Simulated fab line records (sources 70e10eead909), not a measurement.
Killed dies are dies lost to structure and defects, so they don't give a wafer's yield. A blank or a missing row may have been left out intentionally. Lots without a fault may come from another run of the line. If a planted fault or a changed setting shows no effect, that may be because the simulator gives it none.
Problem report, 8D (eight disciplines) form, completed by code    flow nandHarc    the parts of the form that need people (team, actions taken, sign-off) are left out

## 1. WHAT IS WRONG
At NHARC_A_M0_CMP_23, timeToEndpointS averages 54.5 s over 3 wafers from 2 lots, while fault-free wafers read 29.1 s, standard deviation 2.2. That puts it +12 standard deviations away from the usual mean.
The step: polishes, t overpolish 20 s, target thk 113.75 nm.
First observed at day 22 07:57: wafer L305.6, on cmp-03. At this step, 36 wafers from 12 lots have a number in the record. By rule, "out" or "out of limits" means more than 4 standard deviations away from the usual mean. The other wafers with a number count as sound.

## 2. WHAT IT IS, WHAT IT ISN'T
question                     is                      is not
which readings at this step  timeToEndpointS         edgeZonePressureFrac, motorCurrentA
which lots                   L305, L306              L290, L292, L294, L295, L297, L298, L299, L301, L302, L308
which wafers of those lots   L305.6, L306.2, L306.6  L305.1, L305.3, L306.4
read on which tools          cmp-03                  cmp-02, cmp-04
when                         from day 22 07:57       up to then (29 sound wafers); but 4 sound wafers of L306, L308 came after

## 3. WHAT RULES OUT EACH SUSPECT
Counting: if a tool at a process step up to the reading ran every lot that is out, it stays a suspect. Sound lots after the first of them don't rule it out here, since some wafers of a struck lot are sound.
- ecdCu-01 at NHARC_A_M0_ECD_22 (material Cu, target thk 400 nm): kept. Ran every lot that is out, first one L305 (day 22 07:07); last sound lot up to then L302 (day 20 12:04).
- cmp-03 at NHARC_A_M0_CMP_23 (polishes, t overpolish 20 s, target thk 113.75 nm): kept. Ran every lot that is out, first one L305 (day 22 07:57); last sound lot up to then L302 (day 20 12:50). Out on those wafers are its own readings of timeToEndpointS.
After counting, ecdCu-01 at NHARC_A_M0_ECD_22 and cmp-03 at NHARC_A_M0_CMP_23 remain.

## 4. THE CAUSE (what the simulator had put in)
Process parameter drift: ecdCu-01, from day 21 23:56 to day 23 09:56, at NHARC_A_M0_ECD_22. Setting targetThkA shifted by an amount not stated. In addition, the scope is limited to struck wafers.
Counting left 2 suspects, and this tool is among them.

## 5. THE EFFECT CHAIN, in route order
Each row: a reading where the mean over the struck wafers with a number is more than 3 standard deviations away from the usual. Only readings whose record carries a usual standard deviation are examined. hours: median over the lots of the time between each lot's start at the first step of this table that gives one and its start at this step. sigmas: the change, counted in usual standard deviations.
hours  step               reading          usual   on struck wafers  change  sigmas
0      NHARC_A_M0_CMP_23  timeToEndpointS  29.1 s  54.5              +25.4   +12
Process steps it contains:
- NHARC_A_M0_CMP_23: polishes, t overpolish 20 s, target thk 113.75 nm.
At these later measuring or inspecting steps, every struck wafer for which the step has a row has a number for every such reading, and none has moved that far: NHARC_A_M0_THK_MEAS_24.

## 6. HOW IT WOULD HAVE BEEN CAUGHT EARLIER
The fault began at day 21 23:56; the first out-of-limits reading in this record came at day 22 07:57, 8 hours later.
Of the lots that are out (2), L306 began NHARC_A_M0_ECD_22 on ecdCu-01 after day 22 07:57. A hold on the tool at that time would have spared it.
